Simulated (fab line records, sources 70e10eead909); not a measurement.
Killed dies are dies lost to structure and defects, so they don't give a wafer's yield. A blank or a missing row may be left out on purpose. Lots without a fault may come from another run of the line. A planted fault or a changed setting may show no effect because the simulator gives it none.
fab line records | flow nand_harc
record lots=6 wafers=18 last_day=31
route steps=1302 shown P_CONTACT@228 END@1302
lots that met no fault: from a run of the same line without faults
start_h: hours from the record's first day to the start of the lot's first wafer shown | wait_h: hours since the lot's step before | " the same as in the row above | L1.1+2: a row that stands for several wafers | - no value, or no start given | * or withheld: withheld | < > ~ a bound
route shown NAME@n: a module of which the file shows steps, and the number in the route of the first | usual: mean/standard deviation of fault-free wafers | same: alike in all rows | chamber/n: place in a boat | sites: the reading at each site | _std_site: their standard deviation | _edge_site: outer sites' mean less inner sites' | radius_mm: how far each site lies from the wafer's centre | mask NAME#n: copy n | behind: the tool/chamber that last shaped the wafer | hold: why the lot was held/for how many hours/how that ended | device: the transistor (n, p or np) that didn't switch | end of line: the same wafers' tests at the end of the route | a step without rows: its recipe alone | killed: dies lost to structure and defects at the first sort, not the wafer's yield | map: a wafer's dies, x killed, . not, _ none there
set.NAME: the setting as run; set.NAME@STEP: as run at that earlier step | model.NAME: the simulator's own value behind a step, which no gauge read
lots at some steps of the route; a table a step, a row a wafer
services: from which hour (start_h, from the record's first day; less than 0 if before it) a tool's chamber was out of use, for how many hours, and why
## steps
# step NHARC_P_CONTACT_EBR_08
# step NHARC_P_CONTACT_EXPOSE_09
# recipe na=1.35 target_cd_nm=90 dose_mj=81.26 mask_id=P_CA
# step NHARC_P_CONTACT_PEB_10
# recipe peb_temp_c=100 peb_time_s=65
# step NHARC_P_CONTACT_DEVELOP_11
# recipe develop_time_s=35 dev_temp_c=23
# step NHARC_P_CONTACT_CD_MEAS_12
# recipe target_cd_nm=90 landing_energy_ev=500
# usual cd_nm=89.8/0.53
# columns lot.wafer tool chamber start_h wait_h cd_nm
L948.1 cd_sem-02 0 133.29 - 89.7
L948.3 " 0 " " 90.3
L948.6 " 0 " " 89.7
L950.2 cd_sem-03 0 156.52 - 89.7
L950.5 " 0 " " 90.4
L950.6 " 0 " " 90.1
L957.4 cd_sem-01 0 224.72 - 90.2
L957.5 " 0 " " 89.7
L957.6 " 0 " " 89.5
L958.1 cd_sem-01 0 234.27 - 90.1
L958.2 " 0 " " 89.8
L958.5 " 0 " " 89.3
L962.1 cd_sem-01 0 279.67 - 89.5
L962.2 " 0 " " 89.7
L962.5 " 0 " " 90.2
L963.1 cd_sem-01 0 292.97 - 90.3
L963.2 " 0 " " 90.0
L963.5 " 0 " " 90.5
# step NHARC_P_CONTACT_OVL_MEAS_13
# usual overlay_x_nm=0.2/0.9 overlay_y_nm=0.2/0.74
# columns lot.wafer tool chamber start_h wait_h overlay_x_nm overlay_y_nm
L948.1 overlay-02 - 133.38 - -0.6 -0.6
L948.3 " - " " -0.7 0.1
L948.6 " - " " -0.6 -0.4
L950.2 overlay-01 - 156.60 - -0.1 0.9
L950.5 " - " " 0.1 0.9
L950.6 " - " " 1.2 0.3
L957.4 overlay-02 - 224.80 - 0.0 -0.9
L957.5 " - " " -0.3 -1.0
L957.6 " - " " -0.2 -0.6
L958.1 overlay-02 - 234.36 - 2.0 0.5
L958.2 " - " " 1.6 0.2
L958.5 " - " " 1.5 0.3
L962.1 overlay-02 - 279.75 - 0.0 1.0
L962.2 " - " " -0.6 1.5
L962.5 " - " " 0.4 1.4
L963.1 overlay-02 - 293.06 - -1.0 -0.4
L963.2 " - " " -1.7 0.0
L963.5 " - " " -1.2 -0.6
# step NHARC_P_CONTACT_INSPECT_14
# usual raw_defect_count=3.8/2
# columns lot.wafer tool chamber start_h wait_h raw_defect_count
L948.1 defect_inspect-01 - 133.42 0.0 5
L948.3 " - " " 4
L948.6 " - " " 5
L950.2 defect_inspect-01 - 156.64 0.0 5
L950.5 " - " " 10
L950.6 " - " " 10
L957.4 defect_inspect-02 - 224.84 0.0 5
L957.5 " - " " 8
L957.6 " - " " 4
L958.1 defect_inspect-01 - 234.40 0.0 4
L958.2 " - " " 4
L958.5 " - " " 8
L962.1 defect_inspect-01 - 279.79 0.0 4
L962.2 " - " " 8
L962.5 " - " " 7
L963.1 defect_inspect-02 - 293.10 0.0 6
L963.2 " - " " 8
L963.5 " - " " 5
# step NHARC_P_CONTACT_DESCUM_17
# recipe time_s=3 o2_flow_sccm=200 ar_flow_sccm=0 bias_power_w=0 chemistry=O2
# usual drypump_motor_current_A=5.9/0.36 oes_product_au=0.999/0.0068 rf_vpp_V=57.8/0.86 showerhead_plenum_p_Torr=1.93/0.07 throttle_valve_pct=11.311/0.0083
# columns lot.wafer tool chamber start_h wait_h drypump_motor_current_A oes_product_au rf_hours_counter_h rf_vpp_V showerhead_plenum_p_Torr throttle_valve_pct
L948.3 rie_diel-11 1 133.50 0.1 5.6 1.004 1.4 57.6 2.02 11.316
L948.1 " 2 " " 5.8 1.004 1.3 56.4 2.00 11.310
L948.6 " 3 " " 6.2 0.994 - 56.6 1.84 11.315
L950.2 rie_diel-11 0 156.73 0.1 6.5 1.004 2.4 56.8 2.02 11.323
L950.5 " 1 " " 5.6 1.004 - 59.3 2.02 11.322
L950.6 " 2 " " 5.8 1.007 - 58.4 2.00 11.298
L957.4 rie_diel-11 1 224.89 0.1 5.6 1.001 4.0 59.7 2.02 11.317
L957.5 " 1 " " 5.6 1.012 - 58.3 2.02 11.292
L957.6 " 2 " " 5.8 1.004 - 58.6 2.00 11.308
L958.1 rie_diel-11 2 234.46 0.1 5.8 0.997 4.4 56.8 2.00 11.298
L958.2 " 0 " " 6.5 0.993 4.4 58.8 2.02 11.303
L958.5 " 3 " " 6.2 0.999 - 56.5 1.84 11.311
L962.1 rie_diel-07 2 279.85 0.1 5.1 0.990 3.1 56.1 1.93 11.309
L962.2 " 1 " " 5.8 0.996 2.7 58.3 2.02 11.315
L962.5 " 3 " " 6.5 1.006 - 58.3 1.89 11.307
L963.2 rie_diel-12 2 293.16 0.1 5.8 0.998 0.7 58.0 1.89 11.316
L963.1 " 3 " " 5.9 0.996 0.8 58.1 1.84 11.311
L963.5 " 2 " " 5.7 0.996 - 56.3 1.89 11.291
# step NHARC_P_CONTACT_ETCH_35
# recipe target_depth_a=390 over_etch_frac=0.3 time_s=65 ion_energy_ev=80 cf4_flow_sccm=150 ar_flow_sccm=0 rf_w=300 bias_w=100 chemistry=CF4
# usual cf4_flow_sccm=150.0/0.45 drypump_motor_current_A=5.9/0.36 oes_product_au=0.999/0.0074 rf_vpp_V=151.5/1.1 showerhead_plenum_p_Torr=1.79/0.06 throttle_valve_pct=13.284/0.0088
# columns lot.wafer tool chamber start_h wait_h cf4_flow_sccm drypump_motor_current_A oes_product_au rf_hours_counter_h rf_vpp_V showerhead_plenum_p_Torr throttle_valve_pct
L948.3 rie_diel-11 0 133.57 0.1 150.7 6.4 0.986 1.5 152.3 1.86 13.271
L948.1 " 1 " " 150.2 5.5 0.990 1.4 152.8 1.86 13.288
L948.6 " 0 " " 150.1 6.5 0.989 - 152.8 1.86 13.271
L950.2 rie_diel-11 1 156.80 0.1 150.2 5.5 0.990 2.2 152.6 1.86 13.281
L950.6 " 3 " " 149.8 6.2 1.002 - 152.0 1.71 13.279
L950.5 " 0 " " 150.4 6.5 0.996 - 152.2 1.86 13.288
L957.4 rie_diel-11 3 225.00 0.1 149.6 6.2 1.001 3.9 150.2 1.71 13.274
L957.6 " 0 " " 149.5 6.4 0.998 - 151.7 1.86 13.270
L957.5 " 1 " " 149.7 5.6 1.005 - 152.6 1.86 13.279
L958.1 rie_diel-11 1 234.55 0.1 149.9 5.5 1.011 4.6 152.4 1.86 13.284
L958.2 " 2 " " 150.0 5.8 1.010 4.4 152.6 1.84 13.273
L958.5 " 1 " " 150.4 5.5 0.999 - 151.6 1.86 13.270
L962.2 rie_diel-07 2 279.94 0.1 150.4 5.0 0.999 3.2 152.7 1.78 13.287
L962.1 " 3 " " 149.5 6.5 1.002 3.2 150.2 1.75 13.284
L962.5 " 1 " " 151.0 5.8 1.014 - 152.2 1.86 13.285
L963.1 rie_diel-12 2 293.25 0.1 150.1 5.8 0.993 0.7 150.7 1.75 13.289
L963.2 " 0 " " 150.0 5.5 0.998 0.9 151.8 1.81 13.283
L963.5 " 2 " " 149.8 5.8 0.987 - 150.9 1.75 13.287
# step NHARC_P_CONTACT_ETCH_36
# recipe target_depth_a=2600 over_etch_frac=0.25 time_s=406.25 ion_energy_ev=200 n2_flow_sccm=150 h2_flow_sccm=150 ar_flow_sccm=0 rf_w=400 bias_w=150 chemistry=N2/H2
# usual drypump_motor_current_A=5.9/0.36 oes_product_au=0.999/0.0082 rf_vpp_V=431.2/2.3 showerhead_plenum_p_Torr=2.06/0.076 throttle_valve_pct=14.172/0.0093
# columns lot.wafer tool chamber start_h wait_h drypump_motor_current_A oes_product_au rf_hours_counter_h rf_vpp_V showerhead_plenum_p_Torr throttle_valve_pct
L948.1 rie_diel-11 0 - - 6.5 1.006 1.6 434.6 2.15 14.169
L948.3 " 2 " " 5.8 1.000 1.4 433.4 2.13 14.187
L948.6 " 3 " " 6.2 0.996 - 426.4 1.96 14.185
L950.2 rie_diel-11 3 - - 6.2 0.995 2.3 429.3 1.96 14.175
L950.6 " 0 " " 6.4 0.984 - 434.1 2.15 14.180
L950.5 " 1 " " 5.5 0.996 - 433.4 2.15 14.169
L957.4 rie_diel-11 0 - - 6.4 1.000 4.1 433.9 2.15 14.177
L957.5 " 1 " " 5.6 1.002 - 433.6 2.15 14.165
L957.6 " 2 " " 5.8 0.996 - 433.2 2.13 14.173
L958.1 rie_diel-11 1 - - 5.6 1.000 4.6 434.2 2.15 14.153
L958.2 " 2 " " 5.8 1.001 4.4 433.5 2.13 14.168
L958.5 " 1 " " 5.5 1.009 - 433.7 2.15 14.175
L962.2 rie_diel-07 2 - - 5.0 1.000 3.2 430.5 2.05 14.176
L962.1 " 3 " " 6.5 1.002 3.3 430.1 2.02 14.159
L962.5 " 2 " " 5.0 0.995 - 431.3 2.05 14.172
L963.1 rie_diel-12 2 - - 5.8 0.983 0.8 430.6 2.01 14.163
L963.2 " 0 " " 5.5 0.978 0.9 432.4 2.10 14.174
L963.5 " 1 " " 6.1 0.993 - 431.7 2.10 14.181
# step NHARC_P_CONTACT_ETCH_18
# recipe target_depth_a=4810 time_s=240.5 c4f8_flow_sccm=20 o2_flow_sccm=10 ar_flow_sccm=withheld rf_w=600 bias_w=1500 chemistry=C4F8/O2/Ar
# usual oes_product_au=0.955/0.019 rf_vpp_V=980/4.8
# columns lot.wafer tool chamber start_h wait_h oes_product_au rf_hours_counter_h rf_vpp_V
L948.3 rie_diel-11 0 - - 0.963 1.8 986
L948.1 " 1 " " 0.997 1.6 984
L948.6 " 0 " " 0.972 - 986
L950.2 rie_diel-11 0 - - 0.975 2.7 985
L950.6 " 1 " " 0.965 - 987
L950.5 " 2 " " 0.979 - 985
L957.4 rie_diel-11 1 - - 0.964 4.3 985
L957.5 " 0 " " 0.995 - 985
L957.6 " 1 " " 0.959 - 984
L958.1 rie_diel-11 1 - - 0.931 4.8 984
L958.2 " 3 " " 0.918 4.4 973
L958.5 " 1 " " 0.928 - 986
L962.2 rie_diel-07 0 - - 0.941 3.6 971
L962.1 " 1 " " 0.945 2.9 985
L962.5 " 1 " " 0.945 - 987
L963.1 rie_diel-12 2 - - 0.963 1.0 976
L963.2 " 3 " " 0.965 1.0 974
L963.5 " 2 " " 0.954 - 977
# step NHARC_P_CONTACT_STRIP_37
# recipe c4f8_flow_sccm=withheld o2_flow_sccm=8 ar_flow_sccm=withheld bias_w=0 chemistry=C4F8/O2/Ar
# step NHARC_P_CONTACT_ETCH_31
# recipe target_depth_a=300 time_s=85.7 ion_energy_ev=120 over_etch_frac=1 ch3f_flow_sccm=50 o2_flow_sccm=30 ar_flow_sccm=200 rf_w=500 bias_w=100 chemistry=CH3F/O2
# usual drypump_motor_current_A=5.9/0.36 oes_product_au=0.975/0.012 rf_vpp_V=244.9/1.4 showerhead_plenum_p_Torr=2.49/0.086 throttle_valve_pct=20.662/0.0088
# columns lot.wafer tool chamber start_h wait_h drypump_motor_current_A oes_product_au rf_hours_counter_h rf_vpp_V showerhead_plenum_p_Torr throttle_valve_pct
L948.1 rie_diel-11 0 134.22 - 6.5 0.984 1.9 246.6 2.59 20.658
L948.3 " 1 " " 5.5 0.999 1.7 247.4 2.59 20.649
L948.6 " 0 " " 6.5 0.983 - 246.7 2.59 20.663
L950.2 rie_diel-11 2 157.45 - 5.8 0.981 2.3 245.1 2.57 20.644
L950.5 " 1 " " 5.5 0.984 - 247.2 2.59 20.661
L950.6 " 2 " " 5.8 0.982 - 246.2 2.57 20.671
L957.4 rie_diel-11 0 225.70 - 6.4 0.989 4.3 246.3 2.59 20.668
L957.5 " 1 " " 5.6 0.982 - 247.3 2.59 20.672
L957.6 " 2 " " 5.8 0.680 - 246.2 2.56 20.672
L958.1 rie_diel-11 3 235.22 - 6.2 0.958 4.4 241.9 2.37 20.657
L958.2 " 0 " " 6.5 0.956 4.6 245.9 2.59 20.652
L958.5 " 2 " " 5.8 0.682 - 246.6 2.56 20.657
L962.1 rie_diel-07 2 280.60 - 5.1 0.957 3.5 243.8 2.47 20.669
L962.2 " 3 " " 6.5 0.958 3.6 245.1 2.43 20.661
L962.5 " 2 " " 5.1 0.953 - 244.9 2.47 20.676
L963.1 rie_diel-12 2 293.91 - 5.7 0.968 1.1 244.4 2.43 20.662
L963.2 " 0 " " 5.5 0.980 1.1 245.1 2.52 20.670
L963.5 " 1 " " 6.1 0.993 - 245.0 2.52 20.653
# step NHARC_P_CONTACT_CD_MEAS_19
# usual cd_nm=89.4/1
# columns lot.wafer tool chamber start_h wait_h cd_nm
L948.1 cd_sem-02 - 134.35 - 88.5
L948.3 " - " " 88.7
L948.6 " - " " 88.6
L950.2 cd_sem-01 - 157.57 - 87.9
L950.5 " - " " 90.0
L950.6 " - " " 90.6
L957.4 cd_sem-02 - 225.81 - 89.4
L957.5 " - " " 90.4
L957.6 " - " " 89.9
L958.1 cd_sem-03 - 235.33 - 89.5
L958.2 " - " " 88.4
L958.5 " - " " 89.0
L962.1 cd_sem-02 - 280.72 - 89.0
L962.2 " - " " 88.6
L962.5 " - " " 89.2
L963.1 cd_sem-02 - 294.03 - 88.9
L963.2 " - " " 90.8
L963.5 " - " " 90.0
# step NHARC_END_SORT_01
# recipe temp_c=25
# usual killed_at_array=52/19 killed_at_other=0.8/1 killed_at_periphery=3.7/2.5 killed_dies=56/19 killed_open=3.5/2 killed_short=2.2/1.4
# same gross_dies=677
# columns lot.wafer tool chamber start_h wait_h killed_at_array killed_at_other killed_at_periphery killed_dies killed_open killed_short
L948.1 prober-01 0 569.29 2.5 76 1 3 80 5 3
L948.3 prober-01 0 570.90 3.1 66 0 0 66 5 3
L948.6 prober-01 0 573.30 4.0 80 0 1 81 3 0
L950.2 prober-02 0 606.02 2.8 45 1 5 51 2 4
L950.5 prober-02 0 608.39 3.7 48 3 7 58 4 0
L950.6 prober-02 0 609.18 4.0 50 0 6 56 3 1
L957.4 prober-02 0 667.10 3.4 59 0 2 61 5 1
L957.5 prober-02 0 667.91 3.7 55 0 6 61 7 4
L957.6 prober-02 0 668.72 4.0 55 0 3 58 4 1
L958.1 prober-02 0 691.62 2.5 76 2 5 83 7 3
L958.2 prober-02 0 692.41 2.8 85 1 3 89 2 2
L958.5 prober-02 0 694.80 3.7 81 0 5 86 2 1
L963.1 prober-02 0 740.22 2.5 54 2 4 60 1 2
L963.2 prober-02 0 741.03 2.8 45 4 7 56 0 0
L963.5 prober-02 0 743.44 3.7 60 0 3 63 1 4
# killed by level:class
L948.1 A_CHANNEL_HOLE_D2:chamber_film_flake=24 A_SLIT:chamber_film_flake=17 A_CHANNEL_HOLE_D1:chamber_film_flake=15 A_STAIRCASE:chamber_film_flake=7 A_CONTACT:chamber_film_flake=4 P_GATE:chamber_film_flake=2 A_M0:chamber_film_flake=2 P_GATE:geometric_particle:open=1
L948.3 A_SLIT:chamber_film_flake=26 A_CHANNEL_HOLE_D2:chamber_film_flake=12 A_CHANNEL_HOLE_D1:chamber_film_flake=8 A_STAIRCASE:chamber_film_flake=7 A_CHANNEL_FILL_D2:geometric_particle:open=3 A_SGD_CUT:geometric_particle:short=2 A_DECK1_JOINT:chamber_film_flake=2 A_CONTACT:chamber_film_flake=2
L948.6 A_CHANNEL_HOLE_D1:chamber_film_flake=31 A_SLIT:chamber_film_flake=20 A_CHANNEL_HOLE_D2:chamber_film_flake=15 A_STAIRCASE:chamber_film_flake=5 A_CONTACT:chamber_film_flake=4 A_ONON_D1:geometric_particle:open=1 A_ONON_D2:geometric_particle:open=1 A_CHANNEL_FILL_D2:geometric_particle:open=1
L950.2 A_SLIT:chamber_film_flake=26 A_CHANNEL_HOLE_D2:chamber_film_flake=7 A_CONTACT:chamber_film_flake=7 P_GATE:chamber_film_flake=4 A_CHANNEL_FILL_D2:geometric_particle:short=2 P_M0:geometric_particle:short=1 A_CHANNEL_FILL_D1:geometric_particle:open=1 A_CHANNEL_HOLE_D2:geometric_particle:short=1
L950.5 A_SLIT:chamber_film_flake=24 A_CHANNEL_HOLE_D2:chamber_film_flake=12 A_CONTACT:chamber_film_flake=6 P_GATE:chamber_film_flake=5 THIN_TSV:chamber_film_flake=3 P_STI:chamber_film_flake=2 A_CHANNEL_HOLE_D1:chamber_film_flake=2 A_SOURCE_PLATE:geometric_particle:open=1
L950.6 A_SLIT:chamber_film_flake=30 A_CHANNEL_HOLE_D2:chamber_film_flake=7 A_CONTACT:chamber_film_flake=5 P_STI:chamber_film_flake=4 P_GATE:chamber_film_flake=2 A_CHANNEL_HOLE_D1:chamber_film_flake=2 A_CHANNEL_FILL_D1:geometric_particle:open=1 A_ONON_D2:geometric_particle:open=1
L957.4 A_SLIT:chamber_film_flake=32 A_CONTACT:chamber_film_flake=9 A_CHANNEL_HOLE_D1:chamber_film_flake=8 A_STAIRCASE:chamber_film_flake=3 P_CONTACT:geometric_particle:open=1 P_M2:geometric_particle:open=1 A_CHANNEL_FILL_D2:geometric_particle:open=1 A_CHANNEL_HOLE_D2:chamber_film_flake=1
L957.5 A_SLIT:chamber_film_flake=29 A_CONTACT:chamber_film_flake=8 A_CHANNEL_HOLE_D1:chamber_film_flake=7 P_CONTACT:geometric_particle:open=4 A_STAIRCASE:chamber_film_flake=3 A_DECK1_JOINT:geometric_particle:short=2 A_M1:geometric_particle:open=2 P_ZERO_WELL:chamber_film_flake=2
L957.6 A_SLIT:chamber_film_flake=31 A_CONTACT:chamber_film_flake=9 A_STAIRCASE:chamber_film_flake=5 A_CHANNEL_HOLE_D1:chamber_film_flake=3 P_ZERO_WELL:chamber_film_flake=2 A_SGD_CUT:chamber_film_flake=2 P_CONTACT:geometric_particle:open=1 A_ONON_D1:geometric_particle:open=1
L958.1 A_SLIT:chamber_film_flake=31 A_CHANNEL_HOLE_D2:chamber_film_flake=16 A_CHANNEL_HOLE_D1:chamber_film_flake=11 A_STAIRCASE:chamber_film_flake=4 A_CONTACT:chamber_film_flake=3 A_CHANNEL_FILL_D1:geometric_particle:short=2 A_CHANNEL_FILL_D1:geometric_particle:open=2 P_GATE:chamber_film_flake=2
L958.2 A_CHANNEL_HOLE_D1:chamber_film_flake=33 A_SLIT:chamber_film_flake=25 A_CHANNEL_HOLE_D2:chamber_film_flake=15 A_STAIRCASE:chamber_film_flake=7 P_M2:geometric_particle:short=1 A_ONON_D2:geometric_particle:open=1 A_WL_FILL:geometric_particle:open=1 A_M0:geometric_particle:short=1
L958.5 A_SLIT:chamber_film_flake=39 A_CHANNEL_HOLE_D1:chamber_film_flake=16 A_CHANNEL_HOLE_D2:chamber_film_flake=12 A_STAIRCASE:chamber_film_flake=9 P_ZERO_WELL:chamber_film_flake=3 A_WL_FILL:chamber_film_flake=2 P_M1:geometric_particle:open=1 A_CHANNEL_FILL_D2:geometric_particle:open=1
L963.1 A_CHANNEL_HOLE_D2:chamber_film_flake=31 A_SLIT:chamber_film_flake=7 A_CHANNEL_HOLE_D1:chamber_film_flake=4 A_DECK1_JOINT:chamber_film_flake=3 A_CONTACT:chamber_film_flake=3 P_CONTACT:chamber_film_flake=2 A_CHANNEL_FILL_D1:chamber_film_flake=2 THIN_TSV:chamber_film_flake=2
L963.2 A_CHANNEL_HOLE_D2:chamber_film_flake=19 A_CHANNEL_HOLE_D1:chamber_film_flake=12 A_CONTACT:chamber_film_flake=5 P_STI:chamber_film_flake=4 THIN_TSV:chamber_film_flake=4 A_CHANNEL_FILL_D1:chamber_film_flake=2 A_DECK1_JOINT:chamber_film_flake=2 A_SLIT:chamber_film_flake=2
L963.5 A_CHANNEL_HOLE_D2:chamber_film_flake=29 A_CHANNEL_HOLE_D1:chamber_film_flake=8 A_CONTACT:chamber_film_flake=7 A_SLIT:chamber_film_flake=4 A_ZERO_WELL:chamber_film_flake=3 P_ZERO_WELL:chamber_film_flake=2 A_ONON_D1:geometric_particle:short=1 A_DECK1_JOINT:geometric_particle:short=1
## services
# columns tool chamber start_h hours kind
rie_diel-11 0 112.04 - clean
rie_diel-11 1 112.04 - clean
rie_diel-11 2 112.04 - clean
rie_diel-11 3 112.04 - clean
rie_diel-07 - 117.20 9.0 pm
rie_diel-11 0 136.54 - clean
rie_diel-11 1 136.54 - clean
rie_diel-11 2 136.54 - clean
rie_diel-11 3 136.54 - clean
rie_diel-12 3 155.98 4.1 repair
rie_diel-11 - 160.03 1.8 repair
rie_diel-12 0 161.09 21.0 repair
rie_diel-11 0 185.04 - clean
rie_diel-11 1 185.04 - clean
rie_diel-11 2 185.04 - clean
rie_diel-11 3 185.04 - clean
rie_diel-12 1 201.23 7.6 repair
rie_diel-11 0 209.54 - clean
rie_diel-11 1 209.54 - clean
rie_diel-11 2 209.54 - clean
rie_diel-07 1 242.46 23.0 repair
rie_diel-11 - 255.50 9.0 pm
rie_diel-07 3 256.23 2.3 repair
rie_diel-12 - 268.40 9.0 pm
## key
first_sign step=NHARC_P_CONTACT_ETCH_31 reading=oes_product_au direction=down sigmas=24 usual=0.975 struck=0.681
effect none on later readings
met_at NHARC_P_CONTACT_ETCH_31
struck_wafers L957.6,L958.5
tester_left_out L957,L958
onset_between 157.45 225.70
fault kind=process_parameter_drift tool=rie_diel-11 chamber=2 onset_h=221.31 steps=NHARC_P_CONTACT_ETCH_31 channel=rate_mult offset=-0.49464 shape=step end_h=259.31
# tester_left_out: of these lots the tester's yield and bins aren't shown, on N5 and GAA mostly nor the transistor test; their killed dies are dies lost to structure and defects alone, not to doping, threshold or leakage, so they don't give the yield
